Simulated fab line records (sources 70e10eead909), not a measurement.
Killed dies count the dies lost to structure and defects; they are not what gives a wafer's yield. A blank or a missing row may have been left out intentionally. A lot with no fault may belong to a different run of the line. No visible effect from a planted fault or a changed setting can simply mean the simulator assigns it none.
A struck lot beside a sound one / flow nand_harc / 14 out of 1302 route steps
Sound: the wafers L571.3, L571.4, L571.5. Struck: wafer L565.1 (left out: L565.4, L565.5 of the same lot, which were not struck); the cause appears at the end.
Each step with rows lists, per side, the tool, then ch with its chambers, then its first start. Under that, the readings that differ: sound wafers / struck wafers / difference of the means / sigmas: that difference in standard deviations of wafers without a fault.
alike: same words and numbers on both sides, and readings whose means sit less than 2 such deviations apart. not compared: any withheld reading, any reading some wafer has no value for, any bound like >300 that may hide the same value, and any number with overlapping values for which the record gives no deviation.
Wherever a step has rows on one side only, a row that says differs or no value, or a row with sigmas, the two part there. Non-overlapping numbers with no deviation appear without sigmas and do not part them. A reading that every wafer of one side lacks parts them only if that side has two wafers or more.

NHARC_A_CONTACT_ETCH_137: etches the open film in C4F8/O2/Ar, time 311 s, target depth 1912 nm.
  sound on har_cap_etch-02 ch 0,1, day 31 07:13; struck on har_cap_etch-03 ch 0, day 28 18:51
reading=rf_hours_counter_h (h); sound=- - -; struck=75; difference=no value on the sound wafers; sigmas=
then, 2 steps without rows for these wafers: NHARC_A_CONTACT_ETCH_138 (etches the open film in C4F8/O2/Ar, time 311 s, target depth 1914 nm); NHARC_A_CONTACT_ETCH_139 (etches the open film in C4F8/O2/Ar, time 195 s, target depth 840 nm).
NHARC_A_CONTACT_ETCH_92: etches the open film in CH3F/O2, target depth 40 nm, time 85.7 s.
  sound on rie_diel-06 ch 1,2, day 31 08:14; struck on rie_diel-10 ch 3, day 28 19:54
reading=oes_product_au (a.u.); sound=0.935 0.948 0.926; struck=1.002; difference=+0.066; sigmas=+3
  alike: drypump_motor_current_A, o2_flow_sccm, rf_vpp_V, showerhead_plenum_p_Torr, throttle_valve_pct
  not compared: rf_hours_counter_h
then, 1 step without rows for these wafers: NHARC_A_CONTACT_ETCH_98 (etches the open film in C4F6/O2, target depth 20 nm, time 10 s).
NHARC_A_CONTACT_CD_MEAS_15:
  sound on cd_sem-02 at day 31 08:28; struck on cd_sem-02 at day 28 20:07
  alike: cd_nm
then, 3 steps without rows for these wafers: NHARC_A_CONTACT_STRIP_107 (strips in N2/H2); NHARC_A_CONTACT_STRIP_108 (strips in CF4/CHF3); NHARC_A_CONTACT_STRIP_109 (strips in O2/COS).
NHARC_A_CONTACT_ETCH_110: etches the open film in CF4/O2, target depth 60 nm, overetch 6 nm, time 33 s.
  sound on rie_diel-05 ch 0,2, day 31 08:46; struck on rie_diel-05 ch 0, day 28 21:10
  alike: cf4_flow_sccm, drypump_motor_current_A, o2_flow_sccm, oes_product_au, rf_vpp_V, showerhead_plenum_p_Torr, throttle_valve_pct
  not compared: rf_hours_counter_h
NHARC_A_CONTACT_STRIP_26: strips in O2.
  sound: rie_diel-05 ch 0,3; struck: rie_diel-05 ch 2
reading=rf_vpp_V (V); sound=57.5 59.2 57.6; struck=60.1; difference=+2.0; sigmas=+2
  alike: drypump_motor_current_A, o2_flow_sccm, oes_product_au, showerhead_plenum_p_Torr, throttle_valve_pct
  not compared: rf_hours_counter_h
then, 1 step without rows for these wafers: NHARC_A_CONTACT_STRIP_27 (strips in post etch residue remover, time 600 s).
NHARC_A_CONTACT_ALD_18: deposits TiN, target thk 3 nm, pulse time 1 s, ald cycles 150.
  sound on ald_metal-04 ch 0,1,2, day 31 09:25; struck on ald_metal-03 ch 0, day 28 21:49
reading=ald_cycles; sound=150 150 150; struck=71; difference=-79; sigmas=
  alike: heater_power_w, precursor_pulse_height_rel
NHARC_A_CONTACT_CVD_19: deposits W, target thk 300 nm, time 802 s.
  sound: cvd_w-02 ch 0,1; struck: cvd_w-01 ch 1
reading=heater_power_w (W); sound=440 511 515; struck=407; difference=-82; sigmas=-2
  alike: mfc_h2_sccm, throttle_valve_pct

WHERE THEY PART
Last at NHARC_A_CONTACT_CVD_19 as far as this record goes, first at NHARC_A_CONTACT_ETCH_137.

WHY: what the simulator had put in
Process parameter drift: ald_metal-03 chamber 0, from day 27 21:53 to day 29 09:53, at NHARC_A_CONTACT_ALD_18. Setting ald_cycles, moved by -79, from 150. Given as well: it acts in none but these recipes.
